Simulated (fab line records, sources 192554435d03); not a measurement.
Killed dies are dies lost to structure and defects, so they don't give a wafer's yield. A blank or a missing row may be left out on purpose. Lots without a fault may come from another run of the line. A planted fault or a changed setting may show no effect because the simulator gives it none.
fab line records | flow n5_finfet
record lots=7 wafers=21
route steps=1938 shown BEOL_M0_SAQP@634 BEOL_M0_CUTY@702 BEOL_M1@755 BEOL_M2@848
start_h: hours from the record's first day to the start of the lot's first wafer shown | wait_h: hours since the lot's step before | " the same as in the row above | L1.1+2: a row that stands for several wafers | - no value, or no start given | * or withheld: withheld | < > ~ a bound
route shown NAME@n: a module of which the file shows steps, and the number in the route of the first | usual: mean/standard deviation of fault-free wafers | same: alike in all rows | chamber/n: place in a boat | sites: the reading at each site | _std_site: their standard deviation | _edge_site: outer sites' mean less inner sites' | radius_mm: how far each site lies from the wafer's centre | mask NAME#n: copy n | behind: the tool/chamber that last shaped the wafer | hold: why the lot was held/for how many hours/how that ended | device: the transistor (n, p or np) that didn't switch | end of line: the same wafers' tests at the end of the route | a step without rows: its recipe alone | killed: dies lost to structure and defects at the first sort, not the wafer's yield | map: a wafer's dies, x killed, . not, _ none there
set.NAME: the setting as run; set.NAME@STEP: as run at that earlier step | model.NAME: the simulator's own value behind a step, which no gauge read
lots whose settings were changed on purpose; a table a step, a row a wafer
## steps
# step N5_BEOL_M0_SAQP_HM_DEP_02
# recipe material=TiN target_thk_a=120 temp_c=25 chamber_pressure_pa=0.49996
# columns lot.wafer tool chamber start_h wait_h set.target_thk_a model.TiN_of_BEOL_M0_SAQP_HM_DEP_02.thk_nm
L075.1 pvd_sputter-03 - 110.56 0.3 120 12
L075.3 " - " " 114.9 11.4
L075.4 " - " " 114.9 11.6
L076.1+2 pvd_sputter-02 - 122.12 0.0 131.1 13
L076.6 " - " " 120 12
L081.1 pvd_sputter-01 - 147.17 1.1 120 11.8
L081.3 " - " " 110.8 11
L081.6 " - " " 120 12
L083.1+3+4 pvd_sputter-02 - 164.99 0.4 120 12
L086.1+3+5 pvd_sputter-02 - 178.26 0.3 120 12
L095.2 pvd_sputter-03 - 231.41 0.1 135 13.6
L095.5 " - " " 135 13.2
L095.6 " - " " 120 11.8
L096.2+6 pvd_sputter-01 - 237.74 1.7 120 11.6
L096.3 " - " " 133.1 13
# step N5_BEOL_M0_SAQP_CUT_ETCH_46
# recipe chemistry=N2/H2 target=SOC target_depth_a=1350 overetch_a=270 temp_c=40 time_s=202.5 ion_energy_ev=200 mask_material=SiARC pressure_mtorr=30 source_w=840 bias_w=150 n2_flow_sccm=200 h2_flow_sccm=200
# columns lot.wafer tool chamber start_h wait_h set.time_s model.SiARC_of_BEOL_M0_SAQP_COAT_72.thk_nm
L075.1 rie_diel-02 0 116.49 0.0 235.2 3.2
L075.3 " 3 " " 202.5 4.8
L075.4 " 2 " " 235.2 3.4
L076.1 rie_diel-05 1 126.79 0.0 202.5 5
L076.2 " 2 " " 235.5 3.4
L076.6 " 3 " " 235.5 3.6
L081.1+3 rie_diel-06 2,1 154.56 0.0 202.5 5.2
L081.6 " 3 " " 230.1 3.8
L083.1 rie_diel-02 0 170.11 0.0 202.5 5
L083.3+4 " 2 " " 202.5 5.2
L086.1 rie_diel-02 2 185.44 0.0 219.4 4.6
L086.3 " 1 " " 219.4 4
L086.5 " 0 " " 202.5 5.2
L095.2 rie_diel-05 0 236.89 0.0 202.5 5
L095.5 " 1 " " 202.5 4.8
L095.6 " 2 " " 238.1 3.2
L096.2+3 rie_diel-05 2,3 246.06 0.0 177 6.4
L096.6 " 0 " " 202.5 4.8
# step N5_BEOL_M0_CUTY_COAT_51
# recipe resist=CAR-ArF-block spin_rpm=1500 resist_thk_nm=150
# columns lot.wafer tool chamber start_h wait_h set.spin_rpm model.CAR-ArF-block_of_BEOL_M0_CUTY_COAT_51.thk_nm
L075.1 litho_track-03 0 - - 1500 149.8
L075.3 " 0 " " 1443 152.4
L075.4 " 0 " " 1443 153
L076.1 litho_track-01 0 - - 1500 150
L076.2 " 0 " " 1500 150.4
L076.6 " 0 " " 1500 150.6
L081.1 litho_track-05 0 - - 1500 149.8
L081.3 " 0 " " 1371 157.2
L081.6 " 0 " " 1371 156.6
L083.1 litho_track-01 0 - - 1500 150.4
L083.3 " 0 " " 1500 149.8
L083.4 " 0 " " 1500 150.2
L086.1 litho_track-05 0 - - 1500 151.4
L086.3 " 0 " " 1500 151.2
L086.5 " 0 " " 1500 150.8
L095.2+6 litho_track-01 0 - - 1500 149.8
L095.5 " 0 " " 1500 149.6
L096.2 litho_track-03 0 - - 1500 149.8
L096.3 " 0 " " 1449 152.6
L096.6 " 0 " " 1500 150.2
# step N5_BEOL_M0_CUTY_EBR_52
# recipe solvent=PGMEA ebr_width_mm=1.5
# step N5_BEOL_M0_CUTY_SOFTBAKE_53
# recipe temp_c=110 time_s=60 resist=CAR-ArF-block
# step N5_BEOL_M0_CUTY_EXPOSE_54
# recipe mask_id=M0_ABLK na=1.35 source_shape=conventional sigma_outer=0.8 polarization=unpolarized dose_mj=36
# step N5_BEOL_M0_CUTY_PEB_55
# recipe peb_temp_c=110 peb_time_s=60 resist=CAR-ArF-block
# step N5_BEOL_M0_CUTY_DEVELOP_56
# recipe develop_time_s=30 developer=TMAH resist=CAR-ArF-block rinse_liquid=diw dry=air_spin dev_temp_c=23
# columns lot.wafer tool chamber start_h wait_h set.spin_rpm@BEOL_M0_CUTY_COAT_51 model.CAR-ArF-block_of_BEOL_M0_CUTY_COAT_51.thk_nm
L075.1 litho_track-03 0 - - 1500 148.2
L075.3 " 0 " " 1443 150.6
L075.4 " 0 " " 1443 151.2
L076.1 litho_track-03 0 - - 1500 148.4
L076.2+6 " 0 " " 1500 148.8
L081.1 litho_track-05 0 - - 1500 148.2
L081.3 " 0 " " 1371 155.6
L081.6 " 0 " " 1371 155
L083.1+4 litho_track-03 0 - - 1500 148.6
L083.3 " 0 " " 1500 148
L086.1+3 litho_track-01 0 - - 1500 149.6
L086.5 " 0 " " 1500 149.2
L095.2+6 litho_track-05 0 - - 1500 148
L095.5 " 0 " " 1500 147.8
L096.2 litho_track-01 0 - - 1500 148
L096.3 " 0 " " 1449 150.8
L096.6 " 0 " " 1500 148.4
# step N5_BEOL_M0_CUTY_DESCUM_61
# recipe chemistry=O2 time_s=7.9 source_power_w=50 bias_power_w=20 pressure_mtorr=20 rf_frequency_hz=2.712e+07 temp_c=40 resist=CAR-ArF-block o2_flow_sccm=225
# columns lot.wafer tool chamber start_h wait_h set.spin_rpm@BEOL_M0_CUTY_COAT_51 model.CAR-ArF-block_of_BEOL_M0_CUTY_COAT_51.thk_nm
L075.1 rie_diel-01 1 118.30 0.5 1500 143.4
L075.3 " 0 " " 1443 145.8
L075.4 " 2 " " 1443 146.4
L076.1 rie_diel-01 3 130.34 2.3 1500 143.6
L076.2+6 " 1,2 " " 1500 144
L081.1 rie_diel-04 2 155.88 0.0 1500 143.4
L081.3 " 3 " " 1371 150.8
L081.6 " 1 " " 1371 150
L083.1 rie_diel-03 3 171.45 0.0 1500 143.8
L083.3 " 1 " " 1500 143.2
L083.4 " 2 " " 1500 143.6
L086.1+3 rie_diel-03 3,2 186.87 0.0 1500 144.8
L086.5 " 3 " " 1500 144.4
L095.2+6 rie_diel-01 3,1 238.51 0.0 1500 143.2
L095.5 " 0 " " 1500 143
L096.2 rie_diel-01 2 247.34 0.0 1500 143.2
L096.3 " 1 " " 1449 146
L096.6 " 3 " " 1500 143.6
# step N5_BEOL_M1_COAT_61
# recipe resist=SOC temp_c=250 time_s=60 spin_rpm=1500 resist_thk_nm=60
# columns lot.wafer tool chamber start_h wait_h set.spin_rpm model.SOC_of_BEOL_M1_COAT_61.thk_nm
L075.1 litho_track-01 0 128.66 0.1 1593 58.4
L075.3+4 " 0 " " 1593 58.2
L076.1 litho_track-01 0 138.81 0.1 1620 57.8
L076.2 " 0 " " 1500 60
L076.6 " 0 " " 1500 60.2
L081.1 litho_track-04 0 163.79 0.1 1500 60.4
L081.3 " 0 " " 1452 61.4
L081.6 " 0 " " 1500 60.2
L083.1+3+4 litho_track-04 0 176.17 0.1 1500 60
L086.1+5 litho_track-01 0 194.74 0.1 1563 58.6
L086.3 " 0 " " 1500 59.8
L095.2+6 litho_track-02 0 246.68 0.1 1500 60
L095.5 " 0 " " 1500 60.2
L096.2+3 litho_track-02 0 260.87 0.1 1653 57.2
L096.6 " 0 " " 1500 60
# step N5_BEOL_M1_EXPOSE_08
# recipe mask_id=M1 na=0.33 source_shape=dipole sigma_inner=0.369 sigma_outer=0.767 polarization=unpolarized dose_mj=33
# columns lot.wafer tool chamber start_h wait_h mask set.dose_mj
L075.1 euv_scanner-01 0 128.92 - M1#0 33
L075.3+4 " 0 " " M1#0 32
L076.1+2 euv_scanner-02 0 139.07 - M1#0 33
L076.6 " 0 " " M1#0 34.04
L081.1+3 euv_scanner-01 0 163.92 - M1#0 30.61
L081.6 " 0 " " M1#0 33
L083.1+3+4 euv_scanner-02 0 176.43 - M1#0 33
L086.1 euv_scanner-02 0 194.88 - M1#0 31.4
L086.3+5 " 0 " " M1#0 33
L095.2 euv_scanner-01 0 246.94 - M1#0 33
L095.5+6 " 0 " " M1#0 35.3
L096.2+3+6 euv_scanner-02 0 261.17 - M1#0 34.51
# step N5_BEOL_M1_PEB_09
# recipe peb_temp_c=100 peb_time_s=60 resist=CAR-EUV
# step N5_BEOL_M1_DEVELOP_10
# recipe develop_time_s=30 developer=TMAH resist=CAR-EUV rinse_liquid=surfactant_rinse dry=air_spin dev_temp_c=23
# step N5_BEOL_M1_CD_MEAS_11
# recipe target_cd_nm=17.05 landing_energy_ev=500 detector=se_inlens polarity=opening
# usual cd_nm=17.05/0.22
# columns lot.wafer tool chamber start_h wait_h set.dose_mj@BEOL_M1_EXPOSE_08 cd_nm
L075.1 cd_sem-01 0 129.05 - 33 17.33
L075.3 " 0 " " 32 16.48
L075.4 " 0 " " 32 16.34
L076.1 cd_sem-01 0 139.20 - 33 17.03
L076.2 " 0 " " 33 17.29
L076.6 " 0 " " 34.04 17.57
L081.1 cd_sem-02 0 164.05 - 30.61 15.37
L081.3 " 0 " " 30.61 15.76
L081.6 " 0 " " 33 17.16
L083.1 cd_sem-01 0 176.56 - 33 17.04
L083.3 " 0 " " 33 16.95
L083.4 " 0 " " 33 17.26
L086.1 cd_sem-03 0 195.00 - 31.4 16.13
L086.3 " 0 " " 33 17.36
L086.5 " 0 " " 33 16.62
L095.2 cd_sem-01 0 247.07 - 33 17.28
L095.5 " 0 " " 35.3 18.57
L095.6 " 0 " " 35.3 18.52
L096.2 cd_sem-03 0 261.29 - 34.51 17.59
L096.3 " 0 " " 34.51 18.01
L096.6 " 0 " " 34.51 18.06
# step N5_BEOL_M1_DESCUM_16
# recipe chemistry=O2 time_s=7 source_power_w=50 bias_power_w=20 pressure_mtorr=20 rf_frequency_hz=2.712e+07 temp_c=40 resist=CAR-EUV o2_flow_sccm=225
# step N5_BEOL_M1_ETCH_74
# recipe chemistry=N2/H2 target=underlayer target_depth_a=65 mask_material=CAR-EUV time_s=5.2 ion_energy_ev=200 pressure_mtorr=30 source_w=840 bias_w=150 n2_flow_sccm=200 h2_flow_sccm=200 ends=cleared
# columns lot.wafer tool chamber start_h wait_h set.dose_mj@BEOL_M1_EXPOSE_08 model.BEOL_M1.cd_offset_nm
L075.1 rie_diel-02 3 129.20 0.0 33 -0.2
L075.3 " 2 " " 32 -0.6
L075.4 " 1 " " 32 -0.8
L076.1+2 rie_diel-02 1,3 139.36 0.0 33 0
L076.6 " 3 " " 34.04 0.4
L081.1 rie_diel-05 3 164.21 0.0 30.61 -1.6
L081.3 " 2 " " 30.61 -1.4
L081.6 " 2 " " 33 0.2
L083.1 rie_diel-05 2 176.72 0.0 33 0.4
L083.3+4 " 1,3 " " 33 0.2
L086.1 rie_diel-05 3 195.16 0.0 31.4 -0.8
L086.3 " 2 " " 33 0.2
L086.5 " 0 " " 33 0
L095.2 rie_diel-05 2 247.22 0.0 33 0.2
L095.5+6 " 1,2 " " 35.3 1.4
L096.2 rie_diel-06 2 261.45 0.0 34.51 0.6
L096.3+6 " 1 " " 34.51 0.8
# step N5_BEOL_M1_ETCH_63
# recipe chemistry=CF4 target=SiARC target_depth_a=156 mask_material=CAR-EUV time_s=26 ion_energy_ev=80 pressure_mtorr=40 source_w=545 bias_w=36 Ar_flow_sccm=100 cf4_flow_sccm=100 ends=cleared
# columns lot.wafer tool chamber start_h wait_h set.dose_mj@BEOL_M1_EXPOSE_08 model.BEOL_M1.cd_offset_nm
L075.1 rie_diel-02 3 129.22 0.0 33 -0.2
L075.3 " 2 " " 32 -0.6
L075.4 " 1 " " 32 -0.8
L076.1+2 rie_diel-02 1,3 139.37 0.0 33 0
L076.6 " 3 " " 34.04 0.4
L081.1 rie_diel-05 3 164.23 0.0 30.61 -1.6
L081.3 " 2 " " 30.61 -1.4
L081.6 " 2 " " 33 0.4
L083.1 rie_diel-05 2 176.74 0.0 33 0.4
L083.3+4 " 1,3 " " 33 0.2
L086.1 rie_diel-05 3 195.18 0.0 31.4 -0.8
L086.3 " 2 " " 33 0.2
L086.5 " 0 " " 33 0
L095.2 rie_diel-05 2 247.24 0.0 33 0.2
L095.5 " 1 " " 35.3 1.4
L095.6 " 2 " " 35.3 1.6
L096.2+3+6 rie_diel-06 2,1,1 261.47 0.0 34.51 0.8
# step N5_BEOL_M1_ETCH_64
# recipe chemistry=N2/H2 target=SOC target_depth_a=750 overetch_a=150 mask_material=SiARC temp_c=40 time_s=112.5 ion_energy_ev=200 pressure_mtorr=30 source_w=840 bias_w=150 n2_flow_sccm=200 h2_flow_sccm=200
# columns lot.wafer tool chamber start_h wait_h set.spin_rpm@BEOL_M1_COAT_61 model.etch.depth_nm
L075.1 rie_diel-02 3 129.25 0.0 1593 58.42
L075.3 " 2 " " 1593 58.28
L075.4 " 1 " " 1593 58.29
L076.1 rie_diel-02 1 139.40 0.0 1620 57.82
L076.2 " 3 " " 1500 59.99
L076.6 " 3 " " 1500 60.2
L081.1 rie_diel-05 3 164.25 0.0 1500 60.43
L081.3 " 2 " " 1452 61.33
L081.6 " 2 " " 1500 60.27
L083.1 rie_diel-05 2 176.77 0.0 1500 59.99
L083.3 " 1 " " 1500 60.05
L083.4 " 3 " " 1500 59.93
L086.1 rie_diel-05 3 195.20 0.0 1563 58.67
L086.3 " 2 " " 1500 59.76
L086.5 " 0 " " 1563 58.68
L095.2 rie_diel-05 2 247.27 0.0 1500 60.05
L095.5 " 1 " " 1500 60.2
L095.6 " 2 " " 1500 59.93
L096.2 rie_diel-06 2 261.50 0.0 1653 57.27
L096.3 " 1 " " 1653 57.16
L096.6 " 1 " " 1500 60.02
# step N5_BEOL_M1_STRIP_65
# recipe chemistry=N2/H2 temp_c=40 n2_flow_sccm=200 h2_flow_sccm=200 rf_frequency_hz=6e+07
# step N5_BEOL_M1_STRIP_75
# recipe chemistry=N2/H2 temp_c=40 n2_flow_sccm=200 h2_flow_sccm=200 rf_frequency_hz=6e+07
# step N5_BEOL_M1_HM_OPEN_17
# recipe chemistry=Cl2/BCl3 target_depth_a=200 overetch_a=60 target=TiN mask_material=SOC ion_energy_ev=150 pressure_mtorr=10 icp_w=1000 bias_w=126 Cl2_flow_sccm=53.25 bcl3_flow_sccm=21.75 Ar_flow_sccm=25
# step N5_BEOL_M1_STRIP_19
# recipe chemistry=O2 power_w=400 temp_c=40 pressure_mtorr=30 rf_frequency_hz=6e+07 bias_power_w=0 overash_fraction=0.2 o2_flow_sccm=225
# step N5_BEOL_M1_CD_MEAS_18
# recipe pitch_nm=36 target_cd_nm=18
# usual cd_nm=18.07/0.28
# columns lot.wafer tool chamber start_h wait_h set.dose_mj@BEOL_M1_EXPOSE_08 cd_nm
L075.1 cd_sem-01 - 129.60 0.0 33 18.17
L075.3 " - " " 32 17.57
L075.4 " - " " 32 17.28
L076.1 cd_sem-03 - 139.75 0.0 33 18.12
L076.2 " - " " 33 17.81
L076.6 " - " " 34.04 18.87
L081.1 cd_sem-01 - 164.60 0.0 30.61 16.73
L081.3 " - " " 30.61 16.67
L081.6 " - " " 33 18.51
L083.1 cd_sem-02 - 177.11 0.0 33 18.30
L083.3 " - " " 33 18.03
L083.4 " - " " 33 18.30
L086.1 cd_sem-03 - 195.55 0.0 31.4 17.43
L086.3 " - " " 33 17.99
L086.5 " - " " 33 18.38
L095.2 cd_sem-02 - 247.62 0.1 33 18.23
L095.5 " - " " 35.3 19.65
L095.6 " - " " 35.3 19.51
L096.2 cd_sem-01 - 261.85 0.1 34.51 19.01
L096.3 " - " " 34.51 18.09
L096.6 " - " " 34.51 18.81
# step N5_BEOL_M1_COAT_67
# recipe resist=SOC temp_c=250 time_s=60 spin_rpm=1500 resist_thk_nm=60
# step N5_BEOL_M1_COAT_68
# recipe resist=SiARC temp_c=220 time_s=60 spin_rpm=1500 resist_thk_nm=12
# step N5_BEOL_M1_PRECLEAN_42
# recipe chemistry=residue_remover time_s=60 temp_c=40
# step N5_BEOL_M1_SRD_43
# recipe time_s=30 temp_c=23 rinse_liquid=diw dry=ipa_marangoni
# step N5_BEOL_M1_CD_MEAS_35
# recipe target_cd_nm=18 target_cd_y_nm=21 polarity=opening
# usual cd_nm=18.10/0.28
# columns lot.wafer tool chamber start_h wait_h set.dose_mj@BEOL_M1_EXPOSE_08 cd_nm
L075.1 cd_sem-02 - 138.88 0.0 33 18.23
L075.3 " - " " 32 17.29
L075.4 " - " " 32 17.45
L076.1 cd_sem-01 - 143.75 0.0 33 17.79
L076.2 " - " " 33 18.02
L076.6 " - " " 34.04 19.02
L081.1 cd_sem-02 - 169.90 0.0 30.61 16.38
L081.3 " - " " 30.61 16.39
L081.6 " - " " 33 18.56
L083.1 cd_sem-01 - 181.38 0.0 33 18.33
L083.3 " - " " 33 17.90
L083.4 " - " " 33 18.08
L086.1 cd_sem-01 - 197.71 0.0 31.4 17.18
L086.3 " - " " 33 18.27
L086.5 " - " " 33 18.64
L095.2 cd_sem-01 - 258.17 0.0 33 17.96
L095.5 " - " " 35.3 19.14
L095.6 " - " " 35.3 19.60
L096.2 cd_sem-03 - 263.09 0.0 34.51 19.26
L096.3 " - " " 34.51 18.40
L096.6 " - " " 34.51 18.56
# step N5_BEOL_M2_COAT_05
# recipe resist=CAR-EUV spin_rpm=1500 resist_thk_nm=30
# columns lot.wafer tool chamber start_h wait_h set.spin_rpm model.CAR-EUV_of_BEOL_M2_COAT_05.thk_nm
L075.1+4 litho_track-04 0 - - 1387 31.2
L075.3 " 0 " " 1500 30
L076.1+6 litho_track-03 0 - - 1500 30
L076.2 " 0 " " 1412 30.8
L081.1+3+6 litho_track-04 0 - - 1500 30
L083.1+3+4 litho_track-03 0 - - 1500 30.2
L086.1 litho_track-05 0 - - 1500 30
L086.3+5 " 0 " " 1500 30.2
L095.2+5+6 litho_track-05 0 - - 1500 30
L096.2+3+6 litho_track-05 0 - - 1500 30
# step N5_BEOL_M2_EBR_07
# recipe solvent=PGMEA ebr_width_mm=1.5
# step N5_BEOL_M2_SOFTBAKE_06
# recipe temp_c=110 time_s=60 resist=CAR-EUV
# step N5_BEOL_M2_EXPOSE_08
# recipe mask_id=M2 na=0.33 source_shape=dipole sigma_inner=0.369 sigma_outer=0.767 polarization=unpolarized dose_mj=41.25
# step N5_BEOL_M2_PEB_09
# recipe peb_temp_c=100 peb_time_s=60 resist=CAR-EUV
# step N5_BEOL_M2_DEVELOP_10
# recipe develop_time_s=30 developer=TMAH resist=CAR-EUV rinse_liquid=surfactant_rinse dry=air_spin dev_temp_c=23
# columns lot.wafer tool chamber start_h wait_h set.spin_rpm@BEOL_M2_COAT_05 model.CAR-EUV_of_BEOL_M2_COAT_05.thk_nm
L075.1+4 litho_track-05 0 - - 1387 30.6
L075.3 " 0 " " 1500 29.6
L076.1 litho_track-05 0 - - 1500 29.6
L076.2 " 0 " " 1412 30.4
L076.6 " 0 " " 1500 29.4
L081.1+3+6 litho_track-05 0 - - 1500 29.6
L083.1+3 litho_track-04 0 - - 1500 29.8
L083.4 " 0 " " 1500 29.6
L086.1+3+5 litho_track-04 0 - - 1500 29.6
L095.2+5+6 litho_track-04 0 - - 1500 29.6
L096.2 litho_track-04 0 - - 1500 29.4
L096.3+6 " 0 " " 1500 29.6
# step N5_BEOL_M2_ETCH_64
# recipe chemistry=N2/H2 target=SOC target_depth_a=750 overetch_a=225 mask_material=SiARC temp_c=40 time_s=121.9 ion_energy_ev=200 pressure_mtorr=30 source_w=840 bias_w=150 n2_flow_sccm=200 h2_flow_sccm=200
# usual rf_vpp_V=523.6/2
# columns lot.wafer tool chamber start_h wait_h set.bias_w rf_vpp_V model.SiARC_of_BEOL_M2_COAT_62.thk_nm
L075.1 rie_diel-01 1 147.89 0.0 157.9 542.2 5.8
L075.3 " 1 " " 150 524.0 6.2
L075.4 " 2 " " 157.9 542.1 5.8
L076.1 rie_diel-01 2 150.30 0.0 150 522.7 6
L076.2 " 1 " " 150 524.3 6.2
L076.6 " 2 " " 150 525.5 6
L081.1 rie_diel-03 0 175.64 0.0 150 521.8 6.2
L081.3 " 1 " " 130.5 479.9 7.4
L081.6 " 3 " " 130.5 482.9 7.4
L083.1 rie_diel-01 1 188.11 0.0 150 524.3 6
L083.3 " 2 " " 150 524.7 6
L083.4 " 0 " " 150 523.0 6.2
L086.1 rie_diel-01 3 203.33 0.0 176.7 585.9 4.8
L086.3 " 2 " " 150 523.7 6.2
L086.5 " 1 " " 176.7 581.4 5
L095.2 rie_diel-03 2 264.68 0.0 170.8 568.0 5.4
L095.5 " 2 " " 150 523.6 6.4
L095.6 " 3 " " 150 525.6 6.4
L096.2 rie_diel-04 3 269.97 0.0 150 521.9 6
L096.3 " 0 " " 133.2 483.9 7
L096.6 " 3 " " 133.2 483.2 7
## key
split step=N5_BEOL_M0_SAQP_HM_DEP_02 setting=target_thk_a stated=120 by=wafer
response step=N5_BEOL_M0_SAQP_HM_DEP_02 reading=model.TiN_of_BEOL_M0_SAQP_HM_DEP_02.thk_nm change=+0.122 per=1% r=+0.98
split step=N5_BEOL_M0_SAQP_CUT_ETCH_46 setting=time_s stated=202.5 by=wafer
response step=N5_BEOL_M0_SAQP_CUT_ETCH_46 reading=model.SiARC_of_BEOL_M0_SAQP_COAT_72.thk_nm change=-0.1 per=1% r=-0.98
split step=N5_BEOL_M0_CUTY_COAT_51 setting=spin_rpm stated=1500 by=wafer
response step=N5_BEOL_M0_CUTY_COAT_51 reading=model.CAR-ArF-block_of_BEOL_M0_CUTY_COAT_51.thk_nm change=-0.81 per=1% r=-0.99
response step=N5_BEOL_M0_CUTY_DEVELOP_56 reading=model.CAR-ArF-block_of_BEOL_M0_CUTY_COAT_51.thk_nm change=-0.802 per=1% r=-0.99
response step=N5_BEOL_M0_CUTY_DESCUM_61 reading=model.CAR-ArF-block_of_BEOL_M0_CUTY_COAT_51.thk_nm change=-0.793 per=1% r=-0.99
split step=N5_BEOL_M1_COAT_61 setting=spin_rpm stated=1500 by=wafer
response step=N5_BEOL_M1_COAT_61 reading=model.SOC_of_BEOL_M1_COAT_61.thk_nm change=-0.283 per=1% r=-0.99
response step=N5_BEOL_M1_ETCH_64 reading=model.etch.depth_nm change=-0.278 per=1% r=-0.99
split step=N5_BEOL_M1_EXPOSE_08 setting=dose_mj stated=33 by=wafer
response step=N5_BEOL_M1_CD_MEAS_11 reading=cd_nm change=+0.199 per=1% r=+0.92
response step=N5_BEOL_M1_ETCH_74 reading=model.BEOL_M1.cd_offset_nm change=+0.194 per=1% r=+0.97
response step=N5_BEOL_M1_ETCH_63 reading=model.BEOL_M1.cd_offset_nm change=+0.209 per=1% r=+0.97
response step=N5_BEOL_M1_CD_MEAS_18 reading=cd_nm change=+0.218 per=1% r=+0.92
response step=N5_BEOL_M1_CD_MEAS_35 reading=cd_nm change=+0.264 per=1% r=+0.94
split step=N5_BEOL_M2_COAT_05 setting=spin_rpm stated=1500 by=wafer
response step=N5_BEOL_M2_COAT_05 reading=model.CAR-EUV_of_BEOL_M2_COAT_05.thk_nm change=-0.151 per=1% r=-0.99
response step=N5_BEOL_M2_DEVELOP_10 reading=model.CAR-EUV_of_BEOL_M2_COAT_05.thk_nm change=-0.141 per=1% r=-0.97
split step=N5_BEOL_M2_ETCH_64 setting=bias_w stated=150 by=wafer
response step=N5_BEOL_M2_ETCH_64 reading=rf_vpp_V change=+3.27 per=1% r=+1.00
response step=N5_BEOL_M2_ETCH_64 reading=model.SiARC_of_BEOL_M2_COAT_62.thk_nm change=-0.0793 per=1% r=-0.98
